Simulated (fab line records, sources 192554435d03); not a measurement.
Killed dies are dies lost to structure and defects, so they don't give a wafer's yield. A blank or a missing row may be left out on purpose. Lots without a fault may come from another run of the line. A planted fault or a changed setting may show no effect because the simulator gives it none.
A struck lot beside a sound one | flow n5_finfet | 37 steps out of a route of 1938
Sound: wafers L576.1, L576.3, L576.4. Struck: wafers L590.2, L590.3, L590.5. The cause comes at the end.
At each step with rows: each side's tool, then ch and its chambers, then its first start. Under that, the readings that differ: sound wafers | struck wafers | difference of the means | sigmas: that difference in standard deviations of wafers without a fault.
alike: readings whose means differ by less than 2 such deviations, and words and numbers that are the same on both sides. not compared: withheld readings, readings that some wafer has no value for, bounds like >300 that may hide the same value, and numbers for which the record gives no deviation and whose values overlap.
The two part at a step that has a row with sigmas, a row that says differs or no value, or rows on one side only. Numbers that don't overlap but have no deviation are shown without sigmas and don't part them. A reading that every wafer of one side lacks parts them only if that side has two wafers or more.

first, 9 steps without rows for these wafers: N5_HKMG_FIN_SOFTBAKE_44 (time 60 s); N5_HKMG_FIN_EXPOSE_46 (exposes mask NDIPOLE); N5_HKMG_FIN_PEB_47 (peb time 60 s); N5_HKMG_FIN_DEVELOP_48 (develop time 30 s); N5_HKMG_FIN_DESCUM_53 (chemistry O2, time 7.9 s); N5_HKMG_FIN_ETCH_54 (etches SiARC in CF4, target depth 45.5 nm, time 75.8 s); N5_HKMG_FIN_ETCH_55 (etches SOC in N2/H2, target depth 240 nm, time 300 s); N5_HKMG_FIN_STRIP_56 (strips in N2/H2); N5_HKMG_FIN_STRIP_57 (strips in CF4).
N5_HKMG_FIN_ETCH_58: etches SOC in N2/H2, target depth 215.8 nm, time 741 s.
  sound on rie_diel-02 ch 0,2,3, day 4 10:25; struck on rie_diel-06 ch 2,3, day 7 20:47
  no value came back on the struck wafers for any of 8 readings (bias_w (W), chamber_pressure_mTorr (mTorr) and others); on the sound wafers bias_w (W) reads 12.99 12.96 12.98
  reading                                   | sound             | struck          | difference | sigmas
  model.SOC_of_HKMG_FIN_COAT_41.thk_nm (nm) | 83.2 75.2 81.8    | 300.8 301 300.4 | +220.7     |
  model.HKMG_FIN.feature_depth_nm (nm)      | 218.4 225.8 219.2 | 242 231.8 241.8 | +17        |
N5_HKMG_FIN_STRIP_93: strips SOC in N2/H2, time 20 s.
  sound on rie_diel-02 ch 0,2,3, day 4 10:50; struck on rie_diel-06 ch 2,3, day 7 21:13
  reading                                   | sound          | struck            | difference | sigmas
  showerhead_plenum_p_Torr (Torr)           | 3.34 3.56 3.44 | 3.19 3.31 3.19    | -0.22      | -2
  model.SOC_of_HKMG_FIN_COAT_41.thk_nm (nm) | 73 64.6 71.4   | 290.4 290.8 290.2 | +220.8     |
  alike: drypump_motor_current_A, oes_product_au, rf_vpp_V, throttle_valve_pct
  not compared: rf_hours_counter_h
then, 24 steps without rows for these wafers: N5_HKMG_FIN_WET_ETCH_76 (etches Al2O3 in dNH4OH, stops on La2O3, target depth 2.25 nm, rinse time 30 s); N5_HKMG_FIN_STRIP_60 (strips in N2/H2, time 360 s); N5_HKMG_FIN_WET_ETCH_77 (etches La2O3 in dHCl, stops on HfO2, target depth 2 nm); N5_HKMG_FIN_WET_ETCH_78 (etches Al2O3 in dNH4OH, stops on La2O3, target depth 4.5 nm, rinse time 30 s); N5_HKMG_FIN_ALD_79 (deposits TiN, target thk 1.5 nm, pulse time 1 s, purge time 3 s); N5_HKMG_FIN_CVD_62 (deposits a-Si from Si2H6, target thk 3 nm, time 20.8 s); N5_HKMG_FIN_RTA_80 (time 2 s); N5_HKMG_FIN_PRECLEAN_64 (cleans in dHF, time 30 s); N5_HKMG_FIN_WET_ETCH_65 (etches a-Si in TMAH, stops on TiN, time 49 s, target depth 3 nm); N5_HKMG_FIN_WET_ETCH_81 (etches TiN in SC1, stops on HfO2, time 57 s, target depth 6 nm); N5_HKMG_FIN_WET_ETCH_82 (etches La2O3 in dHCl, stops on HfO2, target depth 2 nm, rinse time 30 s); N5_HKMG_FIN_ALD_36 (deposits TiN, target thk 1 nm, pulse time 1 s, purge time 3 s); N5_HKMG_FIN_PWFM_ALD_03 (deposits TiN, target thk 2 nm, pulse time 1 s, purge time 3 s); N5_HKMG_FIN_COAT_29 (time 60 s, resist thk 300 nm); N5_HKMG_FIN_COAT_30 (time 60 s, resist thk 35 nm); N5_HKMG_FIN_COAT_06 (resist thk 90 nm); N5_HKMG_FIN_EBR_08; N5_HKMG_FIN_SOFTBAKE_07 (time 60 s); N5_HKMG_FIN_EXPOSE_09 (exposes mask NWFM); N5_HKMG_FIN_PEB_10 (peb time 60 s); N5_HKMG_FIN_DEVELOP_11 (develop time 30 s); N5_HKMG_FIN_DESCUM_17 (chemistry O2, time 7.9 s); N5_HKMG_FIN_ETCH_31 (etches SiARC in CF4, target depth 45.5 nm, time 75.8 s); N5_HKMG_FIN_ETCH_32 (etches SOC in N2/H2, target depth 240 nm, time 300 s).
-- the record jumps here: 3 days lie between the struck wafers' starts before and after (it left off in module HKMG_FIN and takes up again in module BEOL_M4, whose first step shown is number 1111 of the route) --
N5_BEOL_M4_RC_MEAS_101:
  sound on prober-02 ch 0, day 7 19:06; struck on prober-02 ch 0, day 11 05:35
  reading             | sound                      | struck                     | difference | sigmas
  IOFF_N (nA/um)      | 0.15 0.18 0.19             | 32.04 31.33 33.83          | +32.23     | +99 or more
  IOFF_N_85C (nA/um)  | 2.9 3.4 3.6                | 264.6 263.0 276.5          | +264.7     | +99 or more
  IOFF_N_LIN (nA/um)  | 0.072 0.080 0.086          | 15.059 14.869 15.808       | +15.166    | +99 or more
  IOFF_N_LONG (nA/um) | 5.76e-05 5.83e-05 5.56e-05 | 0.011256 0.011384 0.011287 | +0.011252  | +99 or more
  ION_N (uA/um)       | 683 682 669                | 965 957 975                | +288       | +26
  VT_N (mV)           | 250 249 247                | 96 97 97                   | -152       | -48
  VT_N_LONG (mV)      | 273.7 275.9 275.5          | 122.3 121.7 120.8          | -153.4     | -73
  VT_P_LVT (mV)       | -96 -97 -95                | -244 -243 -244             | -148       | -49
  alike: DIBL_N, DIBL_P, IOFF_P, ION_P, SS_N, SS_P, VT_P
-- the record jumps here: 4 days lie between the struck wafers' starts before and after (it left off in module BEOL_M4 and takes up again in module PASSIVATION, whose first step shown is number 1936 of the route) --
N5_PASSIVATION_PROBE_49:
  the record has rows for the struck wafers here (prober-02, day 15 06:46) and none for the sound ones

WHERE THEY PART
First at N5_HKMG_FIN_ETCH_58; last, within this record, at N5_PASSIVATION_PROBE_49.

WHY: what the simulator had put in
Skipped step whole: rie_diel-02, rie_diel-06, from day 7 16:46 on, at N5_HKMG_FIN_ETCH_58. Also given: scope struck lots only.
